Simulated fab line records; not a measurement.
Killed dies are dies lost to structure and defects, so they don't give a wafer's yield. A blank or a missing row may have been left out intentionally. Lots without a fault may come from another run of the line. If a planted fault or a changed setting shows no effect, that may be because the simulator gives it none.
fab line records	flow nandHarc
record: lots: 7	wafers: 21	lastDay: 24
route steps=1159 shown A_WL_FILL@817 END@1159
lots that met no fault: from a run of the same line without faults
startH: hours from the record's first day to the start of the lot's first wafer shown	waitH: how many hours have passed since the lot's step before this one	" the same as in the row above	L1.1+2: one row covering several wafers at once	- no value present, or no start provided	* or withheld: withheld	< > ~ a bound
route shown NAME@n: NAME is a module with steps in the file, n the number in the route of the first one	usual: average and standard deviation across the fault-free wafers	same: alike in all rows	chamber/n: place in a boat	sites: each site's reading	_std_site: how widely they spread, as a standard deviation	_edge_site: mean of outer sites minus mean of inner sites	radiusMm: how far each site lies from the wafer's centre	mask NAME#n: copy n	behind: the tool/chamber that last shaped the wafer	hold: reason for holding the lot/hours on hold/outcome of the hold	device: transistor that didn't switch, given as n, p or np	end of line: at the end of the route, the tests of the same wafers	step lacking rows: just its recipe	killed: count of dies lost to structure and defects at first sort (not the wafer's yield)	map: a wafer's dies, marking killed ones x, the rest . and places with no die _
set.NAME: the setting that was run; set.NAME@STEP: the one run at that earlier step	model.NAME: the simulator's own value behind a step, which no gauge read
lots seen at some steps along the route; tables by step, rows by wafer
services: when a tool's chamber went out of use (startH, in hours from the record's first day, below 0 if earlier), for how many hours, and the reason
== steps ==
step: NHARC_A_WL_FILL_STRIP_28
recipe: timeS: 1200	tempC: 72.5	chemistry: postEtchResidueRemover
step: NHARC_A_WL_FILL_PRECLEAN_06
recipe: timeS: 300	chemistry: DIW
step: NHARC_A_WL_FILL_SRD_07
step: NHARC_A_WL_FILL_ANNEAL_08
recipe: tempC: 450	timeS: 1800
step: NHARC_A_WL_FILL_ALD_10
recipe: targetThkA: 500	pulseTimeS: 10	aldCycles: 500	tempC: 300	material: SiO2
usual: heaterPowerW: 477/52	precursorPulseHeightRel: 0.999/0.021	susceptorTempC: 299.99/0.19
lot.wafer	tool	chamber	startH	waitH	heaterPowerW	precursorPulseHeightRel	sinceWetCleanH	susceptorTempC
L896.3	aldHk-01	2	363.90	1.1	484	1.003	126	300.10
L896.1	"	3	"	"	498	1.013	127	299.93
L896.5	"	0	"	"	488	1.010	-	299.87
L898.3	aldHk-04	0	371.55	0.1	505	0.989	147	299.93
L898.1	"	3	373.09	1.6	508	0.993	148	299.81
L898.6	"	1	374.11	2.6	602	1.010	-	299.82
L904.1	aldHk-03	3	408.82	2.0	450	1.043	75	-
L904.2	"	0	"	"	391	0.998	75	-
L904.5	"	0	411.34	4.5	399	0.981	-	-
L903.2	aldHk-03	3	429.05	0.1	461	0.944	95	299.90
L903.4	"	1	430.09	1.1	483	1.004	96	299.75
L903.5	"	3	431.13	2.1	460	0.976	-	300.07
L906.4	aldHk-01	3	432.74	3.7	518	0.973	17	300.17
L906.2	"	2	434.28	5.3	458	0.998	18	299.79
L906.5	"	0	435.30	6.3	463	1.025	-	300.14
L912.2	aldHk-03	3	437.66	1.1	449	0.962	104	300.22
L912.5	"	1	438.69	2.1	491	0.981	-	299.90
L912.6	"	2	"	"	455	1.009	-	300.00
L914.3	aldHk-01	0	468.46	0.8	490	1.008	52	299.92
L914.5	"	0	470.51	2.9	476	0.988	-	300.04
L914.6	"	1	"	"	408	1.015	-	299.99
step: NHARC_A_WL_FILL_ETCHBACK_16
recipe: targetDepthA: 880	timeS: 17.6	c4f8FlowSccm: withheld	o2FlowSccm: 8	arFlowSccm: withheld	rfW: 600	biasW: 800	chemistry: C4F8/O2/Ar
usual: oesProductAu: 0.99/0.032	rfFwdPowerW: 589/3	rfVppV: 724/3.9	runLengthS: 38.8/0.4
lot.wafer	tool	chamber	startH	waitH	oesProductAu	rfFwdPowerW	rfHoursCounterH	rfVppV	runLengthS
L896.3	rieDiel-12	1	-	-	0.94	590	4.5	730	39.4
L896.1	"	2	"	"	0.92	589	3.8	718	38.8
L896.5	"	2	"	"	0.93	587	-	720	38.4
L898.1	rieDiel-12	3	-	-	0.94	588	4.5	728	39.1
L898.3	"	1	"	"	0.94	592	4.8	732	38.9
L898.6	"	0	"	"	0.93	587	-	724	38.6
L904.2	rieDiel-12	3	-	-	0.99	588	0.5	727	39.2
L904.1	"	2	"	"	0.96	591	0.4	718	38.5
L904.5	"	0	"	"	0.97	584	-	724	38.6
L903.2	rieDiel-12	1	-	-	1.02	590	0.7	731	38.9
L903.4	"	2	"	"	1.00	588	0.8	718	38.6
L903.5	"	1	"	"	1.03	588	-	730	39.6
L906.2	rieDiel-06	0	-	-	1.00	590	0.1	725	39.3
L906.4	"	2	"	"	1.03	587	0.1	730	38.3
L906.5	"	0	"	"	1.00	590	-	725	39.2
L912.2	rieDiel-12	1	-	-	1.01	589	0.9	730	39.2
L912.6	"	0	"	"	0.99	585	-	725	39.1
L912.5	"	1	"	"	1.01	589	-	730	39.0
L914.3	rieDiel-06	3	-	-	1.01	588	1.6	726	38.8
L914.6	"	3	"	"	1.02	587	-	724	39.0
L914.5	"	0	"	"	1.00	589	-	723	39.2
step: NHARC_A_WL_FILL_STRIP_29
recipe: timeS: 20	o2FlowSccm: 500	arFlowSccm: 0	biasW: 0	chemistry: O2
usual: drypumpMotorCurrentA: 5.6/0.39	oesProductAu: 1.008/0.015	rfVppV: 57.8/0.82	showerheadPlenumPTorr: 3.57/0.14	throttleValvePct: 17.037/0.009
lot.wafer	tool	chamber	startH	waitH	drypumpMotorCurrentA	oesProductAu	rfHoursCounterH	rfVppV	showerheadPlenumPTorr	throttleValvePct
L896.1	rieDiel-12	3	367.61	0.1	5.6	1.023	4.3	57.3	3.67	17.046
L896.3	"	0	"	"	5.0	0.998	4.7	58.8	3.56	17.037
L896.5	"	2	"	"	5.6	0.990	-	58.0	3.37	17.036
L898.3	rieDiel-12	3	376.26	0.1	5.6	1.029	4.5	57.7	3.67	17.040
L898.1	"	2	"	"	5.7	0.997	4.1	57.3	3.37	17.034
L898.6	"	3	"	"	5.6	1.029	-	57.8	3.67	17.039
L904.2	rieDiel-12	3	413.51	0.1	5.6	1.024	0.5	57.9	3.67	17.016
L904.1	"	0	"	"	5.0	1.012	0.5	57.5	3.56	17.042
L904.5	"	2	"	"	5.7	1.001	-	57.6	3.37	17.044
L903.4	rieDiel-12	3	433.83	0.1	5.7	1.011	0.8	56.9	3.67	17.043
L903.2	"	2	"	"	5.7	0.998	0.8	57.9	3.37	17.029
L903.5	"	0	"	"	5.0	1.010	-	58.0	3.56	17.050
L906.4	rieDiel-06	2	437.46	0.1	5.4	1.019	0.1	58.4	3.78	17.048
L906.2	"	0	"	"	5.0	0.997	0.2	58.7	3.57	17.039
L906.5	"	1	"	"	5.4	1.013	-	59.0	3.62	17.034
L912.2	rieDiel-12	1	441.36	0.1	6.1	1.017	0.9	58.7	3.78	17.047
L912.5	"	0	"	"	5.0	1.009	-	57.4	3.56	17.019
L912.6	"	1	"	"	6.1	1.028	-	58.2	3.78	17.023
L914.3	rieDiel-06	2	473.17	0.1	5.4	1.013	1.6	58.9	3.78	17.026
L914.6	"	2	"	"	5.4	1.009	-	58.8	3.78	17.029
L914.5	"	3	"	"	5.9	1.015	-	57.5	3.58	17.034
step: NHARC_A_WL_FILL_ETCHBACK_17
recipe: targetDepthA: 40	timeS: 26.7	chemistry: Cl2/BCl3
usual: drypumpMotorCurrentA: 5.99/0.28	heBacksideLeakSccm: 3.37/0.27	oesProductAu: 0.998/0.011	runLengthS: 48.3/0.49
lot.wafer	tool	chamber	startH	waitH	drypumpMotorCurrentA	heBacksideLeakSccm	oesProductAu	rfHoursCounterH	runLengthS
L896.1	rieMetal-03	0	367.69	-	5.91	3.66	0.997	2.4	48.7
L896.3	"	0	"	"	5.92	3.60	1.014	-	48.9
L896.5	"	0	"	"	5.91	3.49	1.016	-	48.5
L898.1	rieMetal-03	1	376.35	-	6.14	3.25	1.012	1.7	47.9
L898.3	"	1	"	"	6.19	3.12	1.012	-	48.0
L898.6	"	0	"	"	5.90	3.60	1.007	-	49.0
L904.2	rieMetal-02	1	413.59	-	5.70	3.11	1.015	0.6	48.2
L904.1	"	0	"	"	5.66	3.36	0.984	0.6	47.5
L904.5	"	1	"	"	5.68	2.95	1.002	-	48.3
L903.2	rieMetal-03	1	433.94	-	6.15	3.02	1.000	3.5	48.4
L903.4	"	1	"	"	6.14	3.13	0.987	-	47.8
L903.5	"	1	"	"	6.15	3.21	0.997	-	48.0
L906.2	rieMetal-03	0	437.57	-	5.92	3.59	0.998	4.6	48.7
L906.4	"	0	"	"	5.91	3.50	1.001	-	48.6
L906.5	"	1	"	"	6.14	3.37	1.002	-	47.8
L912.2	rieMetal-01	1	441.44	-	5.95	3.44	0.994	2.0	48.2
L912.5	"	1	"	"	5.98	3.31	0.987	-	48.3
L912.6	"	0	"	"	6.51	3.58	0.985	-	48.7
L914.3	rieMetal-03	1	473.32	-	6.16	3.06	1.007	-	47.9
L914.6	"	0	"	"	5.92	3.47	0.997	-	48.4
L914.5	"	1	"	"	6.16	3.12	0.997	-	47.9
step: NHARC_A_WL_FILL_PRECLEAN_18
recipe: timeS: 30	chemistry: dHF
step: NHARC_A_WL_FILL_SRD_21
step: NHARC_A_WL_FILL_CVD_23
recipe: targetThkA: 400	tempC: 620	pressureMtorr: 200	timeS: 800	material: poly-Si
step: NHARC_A_WL_FILL_ETCHBACK_26
recipe: targetDepthA: 520	timeS: 13.3	hbrFlowSccm: 150	rfW: 350	icpW: 350	biasW: 60	chemistry: HBr
usual: drypumpMotorCurrentA: 5.8/0.4	heBacksideLeakSccm: 2.6/0.33	oesProductAu: 0.999/0.014	rfFwdPowerW: 343.0/1.6	runLengthS: 34.5/0.31	throttleValvePct: 23.265/0.0091
lot.wafer	tool	chamber	startH	waitH	drypumpMotorCurrentA	heBacksideLeakSccm	oesProductAu	rfFwdPowerW	rfHoursCounterH	runLengthS	throttleValvePct
L896.1	rieSi-01	3	373.05	0.4	6.3	2.9	1.007	344.9	0.5	33.9	23.267
L896.3	"	0	"	"	5.2	2.3	0.998	341.4	0.5	34.4	23.260
L896.5	"	3	"	"	6.3	3.0	0.999	344.5	-	34.4	23.266
L898.3	rieSi-02	1	381.57	0.4	5.9	2.3	0.980	343.5	1.2	34.5	23.254
L898.1	"	3	"	"	5.9	2.7	0.981	343.6	1.4	34.5	23.277
L898.6	"	1	"	"	5.9	2.4	0.978	344.4	-	35.0	23.262
L904.2	rieSi-02	3	416.99	0.5	5.9	2.6	1.011	343.4	0.2	34.5	23.273
L904.1	"	0	"	"	6.1	3.0	1.021	-	0.2	30.4	23.283
L904.5	"	1	"	"	5.9	2.4	0.995	-	-	31.1	23.270
L903.2	rieSi-02	1	439.15	0.4	5.9	2.4	0.987	341.0	0.4	35.1	23.261
L903.4	"	3	"	"	5.9	2.6	1.001	343.0	0.3	34.5	23.261
L903.5	"	1	"	"	5.9	2.2	0.993	-	-	31.2	23.247
L906.4	rieSi-02	0	442.72	0.4	6.2	2.9	1.009	344.2	0.4	34.8	23.266
L906.2	"	1	"	"	5.9	4.2	0.994	343.4	0.4	34.5	23.255
L906.5	"	0	"	"	6.1	3.1	1.004	-	-	30.4	23.279
L912.2	rieSi-05	2	446.90	0.4	6.2	2.7	0.994	342.3	0.2	34.6	23.274
L912.6	"	0	"	"	5.7	2.7	1.007	340.9	-	34.2	23.260
L912.5	"	1	"	"	5.5	2.9	0.998	346.6	-	34.8	23.258
L914.3	rieSi-01	2	478.32	0.4	5.9	2.7	0.996	342.6	1.4	34.2	23.270
L914.6	"	2	"	"	5.8	2.8	0.991	341.7	-	34.3	23.280
L914.5	"	3	"	"	6.3	2.8	1.010	344.5	-	33.9	23.260
step: NHARC_A_WL_FILL_PRECLEAN_30
recipe: timeS: 10	chemistry: dHF
step: NHARC_END_SORT_01
recipe: tempC: 25
usual: killedAtArray: 30/10	killedAtOther: 0.5/0.82	killedAtPeriphery: 2.9/2	killedDies: 34/11	killedOpen: 3.2/1.8	killedShort: 2.0/1.4
same: grossDies: 677
lot.wafer	tool	chamber	startH	waitH	killedAtArray	killedAtOther	killedAtPeriphery	killedDies	killedOpen	killedShort
L898.1	prober-01	0	474.09	2.5	25	0	2	27	2	1
L898.3	prober-01	0	475.68	3.1	18	0	4	22	4	2
L898.6	prober-01	0	478.07	4.0	20	0	2	22	1	0
L904.1	prober-01	0	502.54	2.5	26	1	4	31	6	3
L904.2	prober-01	0	503.33	2.8	33	0	3	36	5	5
L904.5	prober-01	0	505.72	3.7	30	1	0	31	3	3
L914.3	prober-01	0	575.79	3.1	25	1	3	29	1	2
L914.5	prober-01	0	577.39	3.7	24	1	1	26	3	2
L914.6	prober-01	0	578.19	4.0	29	1	3	33	6	2
killed by level:class
L898.1 A_STAIRCASE:chamberFilmFlake=13 A_CHANNEL_HOLE_D1:chamberFilmFlake=5 A_CONTACT:chamberFilmFlake=2 P_M0:geometricParticle:open=1 A_SOURCE_PLATE:geometricParticle:open=1 A_WL_FILL:geometricParticle:short=1 P_M0:chamberFilmFlake=1 A_CHANNEL_FILL_D1:chamberFilmFlake=1
L898.3 A_STAIRCASE:chamberFilmFlake=6 A_CHANNEL_HOLE_D1:chamberFilmFlake=4 P_M0:chamberFilmFlake=2 A_CONTACT:chamberFilmFlake=2 P_CONTACT:geometricParticle:open=1 A_CHANNEL_FILL_D1:geometricParticle:short=1 A_SLIT:geometricParticle:open=1 A_WL_FILL:geometricParticle:short=1
L898.6 A_CHANNEL_HOLE_D1:chamberFilmFlake=5 A_CONTACT:chamberFilmFlake=5 A_STAIRCASE:chamberFilmFlake=4 A_CHANNEL_FILL_D1:chamberFilmFlake=2 A_SGD_CUT:chamberFilmFlake=2 A_CONTACT:geometricParticle:open=1 P_STI:chamberFilmFlake=1 P_M0:chamberFilmFlake=1
L904.1 A_SLIT:chamberFilmFlake=11 A_CHANNEL_HOLE_D1:chamberFilmFlake=5 A_WL_FILL:geometricParticle:open=2 A_STAIRCASE:chamberFilmFlake=2 A_WL_FILL:chamberFilmFlake=2 P_M0:geometricParticle:open=1 P_M0:geometricParticle:short=1 P_M1:geometricParticle:open=1
L904.2 A_SLIT:chamberFilmFlake=11 A_CHANNEL_HOLE_D1:chamberFilmFlake=6 A_STAIRCASE:chamberFilmFlake=5 A_M0:geometricParticle:short=2 P_ZERO_WELL:chamberFilmFlake=2 P_M0:geometricParticle:open=1 A_CHANNEL_HOLE_D1:geometricParticle:open=1 A_CHANNEL_FILL_D1:geometricParticle:open=1
L904.5 A_SLIT:chamberFilmFlake=9 A_CHANNEL_HOLE_D1:chamberFilmFlake=7 A_CONTACT:chamberFilmFlake=3 A_STAIRCASE:chamberFilmFlake=3 A_WL_FILL:chamberFilmFlake=2 A_ONON_D1:geometricParticle:open=1 A_CHANNEL_FILL_D1:geometricParticle:open=1 A_CHANNEL_FILL_D1:geometricParticle:short=1
L914.3 A_CHANNEL_HOLE_D1:chamberFilmFlake=14 A_CONTACT:chamberFilmFlake=5 A_M0:chamberFilmFlake=3 P_CONTACT:geometricParticle:open=1 A_ONON_D1:geometricParticle:short=1 A_CHANNEL_FILL_D1:geometricParticle:short=1 P_ZERO_WELL:chamberFilmFlake=1 P_GATE:chamberFilmFlake=1
L914.5 A_CHANNEL_HOLE_D1:chamberFilmFlake=12 A_CONTACT:chamberFilmFlake=4 A_M0:chamberFilmFlake=2 A_CHANNEL_FILL_D1:geometricParticle:short=1 A_CHANNEL_FILL_D1:geometricParticle:open=1 A_WL_FILL:geometricParticle:open=1 A_CONTACT:geometricParticle:open=1 A_M0:geometricParticle:short=1
L914.6 A_CHANNEL_HOLE_D1:chamberFilmFlake=14 A_CONTACT:chamberFilmFlake=4 A_CONTACT:geometricParticle:open=2 P_M2:chamberFilmFlake=2 A_M0:chamberFilmFlake=2 A_ONON_D1:geometricParticle:short=1 A_ONON_D1:geometricParticle:open=1 A_CHANNEL_HOLE_D1:geometricParticle:open=1
== services ==
tool	chamber	startH	hours	kind
rieMetal-01	1	340.36	19.3	repair
rieDiel-12	2	344.64	4.8	repair
rieDiel-12	0	358.48	-	clean
rieDiel-12	1	358.48	-	clean
rieDiel-12	2	358.48	-	clean
rieDiel-12	3	358.48	-	clean
rieMetal-03	1	363.26	5.5	repair
rieSi-05	-	370.11	0.3	repair
rieDiel-12	-	379.40	9.0	pm
rieDiel-12	0	379.40	9.0	ventCycle
rieDiel-12	1	379.40	9.0	ventCycle
rieDiel-12	2	379.40	9.0	ventCycle
rieMetal-01	1	381.49	16.7	repair
rieMetal-02	-	388.00	9.0	pm
rieSi-02	-	388.00	9.0	pm
aldHk-04	-	393.82	10.0	pm
aldHk-01	-	407.01	10.0	pm
rieSi-01	2	410.87	7.0	repair
rieSi-05	-	416.00	9.0	pm
rieDiel-06	-	418.20	9.0	pm
rieDiel-12	-	428.78	2.9	repair
rieMetal-02	1	434.13	1.1	repair
rieMetal-03	-	453.11	9.0	pm
rieSi-05	-	459.22	0.5	repair
== key ==
firstSign: step: NHARC_A_WL_FILL_ETCHBACK_26	reading: runLengthS	direction: down	sigmas: 12	usual: *	struck: *
effect none on later readings
metAt NHARC_A_WL_FILL_ETCHBACK_26
struckWafers L903.5,L904.1,L904.5,L906.5
testerLeftOut L903,L904,L906
onsetBetween 381.57 416.99
fault: kind: processParameterDrift	tool: rieSi-02	chamber: -	onsetH: 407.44	steps: NHARC_A_WL_FILL_ETCHBACK_26	channel: timeS	offset: *	shape: step	endH: 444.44	scope: struckWafersOnly	actsIn: *	stated: *
testerLeftOut: of these lots the tester's yield and bins aren't shown, on N5 and GAA mostly nor the transistor test; their killed dies are dies lost to structure and defects alone, not to doping, threshold or leakage, so they don't give the yield
